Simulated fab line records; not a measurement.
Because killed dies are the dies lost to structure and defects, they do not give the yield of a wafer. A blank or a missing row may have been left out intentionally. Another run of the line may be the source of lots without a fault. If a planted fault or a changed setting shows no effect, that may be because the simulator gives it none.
What tool caused it? | flow n5-finfet | 72 wafers from 24 lots sampled at 6 of the route's 1938 steps

## WHAT THE GAUGES SHOWED, per wafer
N5_BEOL_M2_CD_MEAS_11 targets a cd of 16.79 nm. Usual: cd-nm 16.72 nm, standard deviation 0.23.
lot  | measured     | on        | cd-nm (nm)        | flag
L074 | day 6 19:55  | cd-sem-02 | 17.11 16.37 16.81 |
L075 | day 6 23:22  | cd-sem-03 | 16.92 16.89 16.75 |
L076 | day 7 02:26  | cd-sem-01 | 17.23 16.28 16.34 |
L077 | day 7 05:08  | cd-sem-03 | 16.75 16.76 16.88 |
L078 | day 7 15:11  | cd-sem-01 | 16.98 16.65 16.72 |
L079 | day 7 19:14  | cd-sem-02 | 16.80 16.80 17.05 |
L080 | day 8 03:22  | cd-sem-02 | 16.21 16.07 16.64 |
L081 | day 8 10:16  | cd-sem-03 | 16.80 16.47 16.87 |
L082 | day 8 14:25  | cd-sem-02 | 16.72 16.83 16.37 |
L083 | day 8 22:13  | cd-sem-03 | 17.07 16.87 16.33 |
L084 | day 9 01:43  | cd-sem-01 | 16.69 16.97 16.61 |
L085 | day 9 17:43  | cd-sem-03 | 16.23 16.65 16.85 |
L087 | day 10 03:36 | cd-sem-03 | 16.71 16.44 16.49 |
L088 | day 10 04:48 | cd-sem-03 | 16.60 16.57 16.77 |
L086 | day 10 05:26 | cd-sem-03 | 17.12 16.37 16.79 |
L089 | day 10 09:55 | cd-sem-03 | 16.81 16.52 16.85 |
L090 | day 10 10:37 | cd-sem-03 | 16.83 16.93 16.45 |
L091 | day 10 22:28 | cd-sem-02 | 16.56 16.74 16.77 |
L092 | day 11 02:47 | cd-sem-03 | 16.53 16.77 16.60 |
L093 | day 11 10:49 | cd-sem-03 | 16.53 16.87 16.45 |
L094 | day 11 22:07 | cd-sem-02 | 16.76 16.66 16.59 |
L096 | day 12 02:52 | cd-sem-02 | 16.87 16.44 16.95 |
L095 | day 12 04:08 | cd-sem-02 | 16.98 16.80 16.55 |
L097 | day 12 19:54 | cd-sem-02 | 16.38 16.79 16.68 |

## WHAT TOOL EACH LOT RAN ON (gives the tool, then ch and the chambers of the sampled wafers, and finally the start)
lot  | N5_BEOL_M1_STRIP_36                | N5_BEOL_M1_DEGAS_44          | N5_BEOL_M1_ANNEAL_49         | N5_BEOL_M1_ANNEAL_91         | N5_BEOL_M2_HM_DEP_02
L074 | rie-diel-05 ch 2,3, day 6 15:00    | pvd-sputter-01, day 6 15:31  | pvd-sputter-01, day 6 16:14  | pvd-sputter-01, day 6 17:20  | pvd-sputter-02, day 6 19:31
L075 | rie-diel-04 ch 1,2, day 6 18:02    | pvd-sputter-02, day 6 19:15  | pvd-sputter-01, day 6 20:00  | pvd-sputter-01, day 6 21:06  | pvd-sputter-01, day 6 22:58
L076 | rie-diel-04 ch 0,1,2, day 6 20:32  | pvd-sputter-01, day 6 21:55  | pvd-sputter-03, day 6 22:38  | pvd-sputter-03, day 6 23:44  | pvd-sputter-03, day 7 02:02
L077 | rie-diel-05 ch 1,2,3, day 6 22:06  | pvd-sputter-02, day 6 22:37  | pvd-sputter-02, day 6 23:24  | pvd-sputter-02, day 7 00:30  | pvd-sputter-03, day 7 04:43
L078 | rie-diel-03 ch 0,3, day 7 09:05    | pvd-sputter-01, day 7 10:08  | pvd-sputter-02, day 7 10:57  | pvd-sputter-02, day 7 12:03  | pvd-sputter-02, day 7 14:47
L079 | rie-diel-04 ch 0,2, day 7 12:53    | pvd-sputter-02, day 7 14:38  | pvd-sputter-02, day 7 15:27  | pvd-sputter-02, day 7 16:33  | pvd-sputter-01, day 7 18:43
L080 | rie-diel-04 ch 0,1, day 7 21:20    | pvd-sputter-01, day 7 21:59  | pvd-sputter-01, day 7 22:43  | pvd-sputter-01, day 7 23:49  | pvd-sputter-02, day 8 03:01
L081 | rie-diel-05 ch 0,1,2, day 8 03:58  | pvd-sputter-03, day 8 04:26  | pvd-sputter-02, day 8 06:26  | pvd-sputter-02, day 8 07:32  | pvd-sputter-01, day 8 09:45
L082 | rie-diel-04 ch 1,2,3, day 8 08:51  | pvd-sputter-02, day 8 09:33  | pvd-sputter-02, day 8 10:25  | pvd-sputter-02, day 8 11:31  | pvd-sputter-02, day 8 14:01
L083 | rie-diel-05 ch 1,3, day 8 13:40    | pvd-sputter-02, day 8 14:25  | pvd-sputter-02, day 8 16:46  | pvd-sputter-02, day 8 17:52  | pvd-sputter-01, day 8 21:49
L084 | rie-diel-04 ch 1,2, day 8 18:48    | pvd-sputter-02, day 8 19:16  | pvd-sputter-02, day 8 21:21  | pvd-sputter-02, day 8 22:27  | pvd-sputter-03, day 9 01:19
L085 | rie-diel-04 ch 2,3, day 9 12:20    | pvd-sputter-03, day 9 12:48  | pvd-sputter-03, day 9 13:38  | pvd-sputter-03, day 9 14:44  | pvd-sputter-01, day 9 17:19
L087 | rie-diel-05 ch 1,2, day 9 21:01    | pvd-sputter-01, day 9 21:52  | pvd-sputter-02, day 9 22:49  | pvd-sputter-02, day 9 23:55  | pvd-sputter-03, day 10 03:12
L088 | rie-diel-04 ch 1,2, day 9 23:27    | pvd-sputter-01, day 10 00:34 | pvd-sputter-01, day 10 01:12 | pvd-sputter-01, day 10 02:18 | pvd-sputter-01, day 10 04:20
L086 | rie-diel-03 ch 0,1,2, day 10 00:11 | pvd-sputter-02, day 10 00:40 | pvd-sputter-03, day 10 01:26 | pvd-sputter-03, day 10 02:32 | pvd-sputter-02, day 10 05:02
L089 | rie-diel-05 ch 0,1,2, day 10 00:58 | pvd-sputter-01, day 10 03:10 | pvd-sputter-03, day 10 04:02 | pvd-sputter-03, day 10 05:08 | pvd-sputter-01, day 10 09:24
L090 | rie-diel-04 ch 0,3, day 10 04:10   | pvd-sputter-01, day 10 04:39 | pvd-sputter-02, day 10 05:24 | pvd-sputter-02, day 10 06:30 | pvd-sputter-01, day 10 10:06
L091 | rie-diel-03 ch 0,1,3, day 10 16:50 | pvd-sputter-03, day 10 17:59 | pvd-sputter-03, day 10 18:55 | pvd-sputter-03, day 10 20:01 | pvd-sputter-01, day 10 22:04
L092 | rie-diel-04 ch 2,3, day 10 21:45   | pvd-sputter-03, day 10 22:20 | pvd-sputter-03, day 10 23:07 | pvd-sputter-03, day 11 00:13 | pvd-sputter-03, day 11 02:16
L093 | rie-diel-03 ch 0,1, day 11 04:22   | pvd-sputter-03, day 11 05:07 | pvd-sputter-01, day 11 06:07 | pvd-sputter-01, day 11 07:13 | pvd-sputter-03, day 11 10:17
L094 | rie-diel-05 ch 0,2, day 11 15:37   | pvd-sputter-02, day 11 17:46 | pvd-sputter-02, day 11 18:32 | pvd-sputter-02, day 11 19:38 | pvd-sputter-03, day 11 21:42
L096 | rie-diel-03 ch 1,2, day 11 17:55   | pvd-sputter-02, day 11 18:18 | pvd-sputter-01, day 11 19:10 | pvd-sputter-01, day 11 20:16 | pvd-sputter-01, day 12 02:28
L095 | rie-diel-04 ch 0,1,2, day 11 20:34 | pvd-sputter-03, day 11 21:24 | pvd-sputter-03, day 11 22:11 | pvd-sputter-03, day 11 23:22 | pvd-sputter-01, day 12 03:44
L097 | rie-diel-05 ch 1,2,3, day 12 13:51 | pvd-sputter-02, day 12 14:51 | pvd-sputter-01, day 12 15:42 | pvd-sputter-01, day 12 16:48 | pvd-sputter-01, day 12 19:30
- N5_BEOL_M1_STRIP_36: strips in N2/H2.
- N5_BEOL_M1_DEGAS_44: time 60 s.
- N5_BEOL_M1_ANNEAL_49: time 240 s.
- N5_BEOL_M1_ANNEAL_91: time 240 s.
- N5_BEOL_M2_HM_DEP_02: deposits TiN, target thk 20 nm.

## WHAT THE TOOLS THEMSELVES READ (means of the sampled wafers that have a number; where no wafer has one, the mark that the record gives instead)
N5_BEOL_M1_STRIP_36. Usual: drypump-motor-current-A 5.6 A, standard deviation 0.45; oes-product-au 0.79 a.u., standard deviation 0.085; rf-vpp-V 59.1 V, standard deviation 1.4; showerhead-plenum-p-Torr 2.52 Torr, standard deviation 0.088; throttle-valve-pct 23.6 %, standard deviation 0.34.
lot  | tool        | drypump-motor-current-A (A) | oes-product-au (a.u.) | rf-vpp-V (V) | showerhead-plenum-p-Torr (Torr) | throttle-valve-pct (%) | flag
L074 | rie-diel-05 | 5.7                         | 0.78                  | 58.8         | 2.55                            | 23.9                   |
L075 | rie-diel-04 | 5.0                         | 0.71                  | 58.9         | 2.47                            | 23.5                   |
L076 | rie-diel-04 | 5.4                         | 0.78                  | 59.2         | 2.47                            | 23.7                   |
L077 | rie-diel-05 | 5.6                         | 0.77                  | 59.1         | 2.50                            | 23.6                   |
L078 | rie-diel-03 | 5.8                         | 0.87                  | 59.6         | 2.59                            | 23.4                   |
L079 | rie-diel-04 | 5.9                         | 0.82                  | 57.8         | 2.47                            | 23.9                   |
L080 | rie-diel-04 | 5.9                         | 0.80                  | 59.6         | 2.49                            | 23.8                   |
L081 | rie-diel-05 | 5.8                         | 0.81                  | 59.1         | 2.48                            | 23.5                   |
L082 | rie-diel-04 | 5.1                         | 0.76                  | 59.3         | 2.54                            | 23.4                   |
L083 | rie-diel-05 | 5.5                         | 0.77                  | 58.9         | 2.46                            | 23.3                   |
L084 | rie-diel-04 | 5.0                         | 0.71                  | 57.9         | 2.45                            | 23.6                   |
L085 | rie-diel-04 | 5.3                         | 0.82                  | 58.4         | 2.61                            | 23.4                   |
L087 | rie-diel-05 | 5.6                         | 0.74                  | 59.7         | 2.45                            | 23.4                   |
L088 | rie-diel-04 | 5.1                         | 0.69                  | 59.2         | 2.46                            | 23.5                   |
L086 | rie-diel-03 | 5.5                         | 0.77                  | 60.4         | 2.55                            | 23.9                   |
L089 | rie-diel-05 | 5.8                         | 0.79                  | 59.1         | 2.48                            | 23.5                   |
L090 | rie-diel-04 | 5.7                         | 0.85                  | 58.6         | 2.63                            | 23.5                   |
L091 | rie-diel-03 | 5.5                         | 0.84                  | 61.5         | 2.60                            | 23.8                   |
L092 | rie-diel-04 | 5.3                         | 0.81                  | 59.1         | 2.61                            | 23.4                   |
L093 | rie-diel-03 | 5.5                         | 0.78                  | 59.2         | 2.62                            | 24.1                   |
L094 | rie-diel-05 | 6.0                         | 0.84                  | 58.7         | 2.50                            | 23.6                   |
L096 | rie-diel-03 | 5.3                         | 0.83                  | 60.2         | 2.54                            | 23.9                   |
L095 | rie-diel-04 | 5.4                         | 0.83                  | 58.9         | 2.46                            | 23.6                   |
L097 | rie-diel-05 | 5.6                         | 0.74                  | 59.7         | 2.49                            | 23.6                   |

N5_BEOL_M1_DEGAS_44. Usual: heater-power-w 321 W, standard deviation 27.
lot  | tool           | heater-power-w (W) | flag
L074 | pvd-sputter-01 | 344                |
L075 | pvd-sputter-02 | 331                |
L076 | pvd-sputter-01 | 348                |
L077 | pvd-sputter-02 | 316                |
L078 | pvd-sputter-01 | 347                |
L079 | pvd-sputter-02 | 335                |
L080 | pvd-sputter-01 | 346                |
L081 | pvd-sputter-03 | 290                |
L082 | pvd-sputter-02 | 311                |
L083 | pvd-sputter-02 | 320                |
L084 | pvd-sputter-02 | 323                |
L085 | pvd-sputter-03 | 281                |
L087 | pvd-sputter-01 | 340                |
L088 | pvd-sputter-01 | 351                |
L086 | pvd-sputter-02 | 333                |
L089 | pvd-sputter-01 | 345                |
L090 | pvd-sputter-01 | 349                |
L091 | pvd-sputter-03 | 293                |
L092 | pvd-sputter-03 | 301                |
L093 | pvd-sputter-03 | 295                |
L094 | pvd-sputter-02 | 317                |
L096 | pvd-sputter-02 | 313                |
L095 | pvd-sputter-03 | 297                |
L097 | pvd-sputter-02 | 328                |

N5_BEOL_M1_ANNEAL_49. Usual: heater-power-w 796 W, standard deviation 68.
lot  | tool           | heater-power-w (W) | flag
L074 | pvd-sputter-01 | 874                |
L075 | pvd-sputter-01 | 862                |
L076 | pvd-sputter-03 | 732                |
L077 | pvd-sputter-02 | 773                |
L078 | pvd-sputter-02 | 789                |
L079 | pvd-sputter-02 | 837                |
L080 | pvd-sputter-01 | 875                |
L081 | pvd-sputter-02 | 764                |
L082 | pvd-sputter-02 | 781                |
L083 | pvd-sputter-02 | 776                |
L084 | pvd-sputter-02 | 745                |
L085 | pvd-sputter-03 | 746                |
L087 | pvd-sputter-02 | 767                |
L088 | pvd-sputter-01 | 874                |
L086 | pvd-sputter-03 | 730                |
L089 | pvd-sputter-03 | 735                |
L090 | pvd-sputter-02 | 811                |
L091 | pvd-sputter-03 | 741                |
L092 | pvd-sputter-03 | 736                |
L093 | pvd-sputter-01 | 873                |
L094 | pvd-sputter-02 | 826                |
L096 | pvd-sputter-01 | 854                |
L095 | pvd-sputter-03 | 754                |
L097 | pvd-sputter-01 | 881                |

N5_BEOL_M1_ANNEAL_91. Usual: heater-power-w 797 W, standard deviation 69.
lot  | tool           | heater-power-w (W) | flag
L074 | pvd-sputter-01 | 880                |
L075 | pvd-sputter-01 | 860                |
L076 | pvd-sputter-03 | 730                |
L077 | pvd-sputter-02 | 770                |
L078 | pvd-sputter-02 | 783                |
L079 | pvd-sputter-02 | 836                |
L080 | pvd-sputter-01 | 874                |
L081 | pvd-sputter-02 | 769                |
L082 | pvd-sputter-02 | 789                |
L083 | pvd-sputter-02 | 771                |
L084 | pvd-sputter-02 | 745                |
L085 | pvd-sputter-03 | 757                |
L087 | pvd-sputter-02 | 772                |
L088 | pvd-sputter-01 | 878                |
L086 | pvd-sputter-03 | 720                |
L089 | pvd-sputter-03 | 745                |
L090 | pvd-sputter-02 | 821                |
L091 | pvd-sputter-03 | 728                |
L092 | pvd-sputter-03 | 730                |
L093 | pvd-sputter-01 | 861                |
L094 | pvd-sputter-02 | 813                |
L096 | pvd-sputter-01 | 864                |
L095 | pvd-sputter-03 | 744                |
L097 | pvd-sputter-01 | 885                |

N5_BEOL_M2_HM_DEP_02. Usual: throttle-valve-pct 29.9 %, standard deviation 1.1.
lot  | tool           | throttle-valve-pct (%) | flag
L074 | pvd-sputter-02 | 29.3                   |
L075 | pvd-sputter-01 | 30.0                   |
L076 | pvd-sputter-03 | 29.6                   |
L077 | pvd-sputter-03 | 29.9                   |
L078 | pvd-sputter-02 | 28.8                   |
L079 | pvd-sputter-01 | 30.4                   |
L080 | pvd-sputter-02 | 28.8                   |
L081 | pvd-sputter-01 | 30.6                   |
L082 | pvd-sputter-02 | 29.2                   |
L083 | pvd-sputter-01 | 30.0                   |
L084 | pvd-sputter-03 | 29.6                   |
L085 | pvd-sputter-01 | 30.3                   |
L087 | pvd-sputter-03 | 29.5                   |
L088 | pvd-sputter-01 | 30.3                   |
L086 | pvd-sputter-02 | 29.4                   |
L089 | pvd-sputter-01 | 30.4                   |
L090 | pvd-sputter-01 | 30.5                   |
L091 | pvd-sputter-01 | 30.1                   |
L092 | pvd-sputter-03 | 30.0                   |
L093 | pvd-sputter-03 | 29.5                   |
L094 | pvd-sputter-03 | 29.7                   |
L096 | pvd-sputter-01 | 30.2                   |
L095 | pvd-sputter-01 | 29.8                   |
L097 | pvd-sputter-01 | 30.0                   |

## THE ANSWER, worked out from the rows above alone
Rule: a lot is off if the mean of its wafers that have a number lies more than 3 standard deviations from the usual mean. A lot without any number at a reading at which 4 lots or more have one is off too. The other lots that the step has rows for count as sound. First the gauges in route order, then the tools' own readings, where a lot's mean is used as printed above. The first step at which some lot is off is used, and at that step the reading that is off furthest; a lot without a number counts as furthest.
None of the lots is off at any reading shown; this tells nothing.

## WHAT THE SIMULATOR HAD PUT IN
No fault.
